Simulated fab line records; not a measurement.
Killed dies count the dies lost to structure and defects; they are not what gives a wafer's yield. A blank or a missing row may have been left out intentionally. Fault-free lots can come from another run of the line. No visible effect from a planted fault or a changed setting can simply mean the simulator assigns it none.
A struck lot beside a sound one | flow n5_finfet | 15 steps out of a route of 1938
Sound: the wafers L765.1, L765.3, L765.5. Struck: wafers L756.2, L756.5, L756.6. The cause comes at the end.
For every step that has rows: the tool of each side, followed by ch and its chambers, followed by its first start. Under that, the readings that differ: sound wafers | struck wafers | difference of the means | sigmas: that difference in standard deviations of wafers without a fault.
alike: words and numbers the same on both sides, and readings whose means are apart by under 2 such deviations; not compared: readings that were withheld, readings missing a value for some wafer, numbers with overlapping values and no deviation given by the record, and bounds like >300 which may hide the same value.
A row with sigmas, a row that says differs or no value, or rows on one side alone: a step with any of these is where the two part. Non-overlapping numbers with no deviation appear without sigmas and do not part them. Lack of a reading on every wafer of one side parts them only where that side has two or more wafers.

N5_BEOL_M3_PRE_CLEAN_60: time 15 s.
  sound on cvd_co-01 ch 0,1,2, day 14 18:03; struck on cvd_co-02 ch 0,2, day 11 19:15
  alike: heater_power_w
N5_BEOL_M3_CO_CAP_55: material Co, precursor CCTBA/H2, target thk 2 nm, time 102.1 s.
  sound on cvd_co-01 ch 0,1,2, day 14 18:05; struck on cvd_co-02 ch 0,2, day 11 19:17
  alike: heater_power_w
then, 1 step without rows for these wafers: N5_BEOL_M3_PRE_CLEAN_56 (time 15 s).
N5_BEOL_M3_DEP_57: deposits SiCN from 3MS/NH3, target thk 8 nm, time 14 s.
  sound on pecvd-04 ch 0,1, day 14 18:12; struck on pecvd-04 ch 0,1, day 11 19:24
  alike: showerhead_plenum_p_Torr, throttle_valve_pct
N5_BEOL_M3_RS_MEAS_58: a four-point-probe measurement.
  sound: film_metro-01 at day 14 18:16; struck: film_metro-02 at day 11 19:28
  alike: M3_RS
N5_BEOL_M3_INSPECT_59: inspects for defects (darkfield).
  sound: defect_inspect-02 at day 14 18:18; struck: defect_inspect-01 at day 11 19:30
  alike: raw_defect_count
N5_BEOL_M4_ILD_DEP_00: deposits SiOC from DEMS/O2, target thk 79 nm, time 15.3 s.
  sound on pecvd-01 ch 0,1, day 14 18:20; struck on pecvd-01 ch 0,1, day 11 19:32
  alike: heater_power_w, showerhead_plenum_p_Torr, throttle_valve_pct
N5_BEOL_M4_THK_MEAS_01:
  sound: film_metro-01 at day 14 18:24; struck: film_metro-02 at day 11 19:36
  alike: M4_ILD_THK
N5_BEOL_M4_PECVD_72: deposits SiO2 from TEOS/O2, target thk 16 nm, time 18 s.
  sound on pecvd-02 ch 0,1,2, day 14 18:26; struck on pecvd-03 ch 1,2, day 11 19:38
  alike: heater_power_w, showerhead_plenum_p_Torr, throttle_valve_pct
then, 3 steps without rows for these wafers: N5_BEOL_M4_HM_DEP_02 (deposits TiN, target thk 20 nm); N5_BEOL_M4_COAT_61 (time 60 s, resist thk 60 nm); N5_BEOL_M4_COAT_62 (time 60 s, resist thk 12 nm).
N5_BEOL_M4_COAT_73: time 60 s, resist thk 5 nm.
  sound on litho_track-05 ch 0, day 14 18:38; struck on litho_track-01 ch 0, day 11 21:46
  reading                  | sound                | struck               | difference | sigmas
  heater_power_total_W (W) | 392.3 393.6 390.8    | 376.0 378.2 375.7    | -15.6      | -12
  plate_temp_C (C)         | 204.77 204.70 204.78 | 199.00 199.21 199.30 | -5.58      | -35
  alike: resist_line_temp_C
then, 1 step without rows for these wafers: N5_BEOL_M4_COAT_05 (resist thk 30 nm).
N5_BEOL_M4_RC_MEAS_101:
  sound on prober-01 ch 0, day 15 03:50; struck on prober-02 ch 0, day 13 03:47
  alike: DIBL_N, DIBL_P, IOFF_N, IOFF_P, ION_N, ION_P, SS_N, SS_P, VT_N, VT_P

== WHERE THEY PART ==
At N5_BEOL_M4_COAT_73 and nowhere else, as far as this record goes. Later steps at which nothing parts them and some readings are alike: N5_BEOL_M4_RC_MEAS_101.

WHY: what had been put in by the simulator
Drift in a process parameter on litho_track-01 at N5_BEOL_M4_COAT_73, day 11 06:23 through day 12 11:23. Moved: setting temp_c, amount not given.
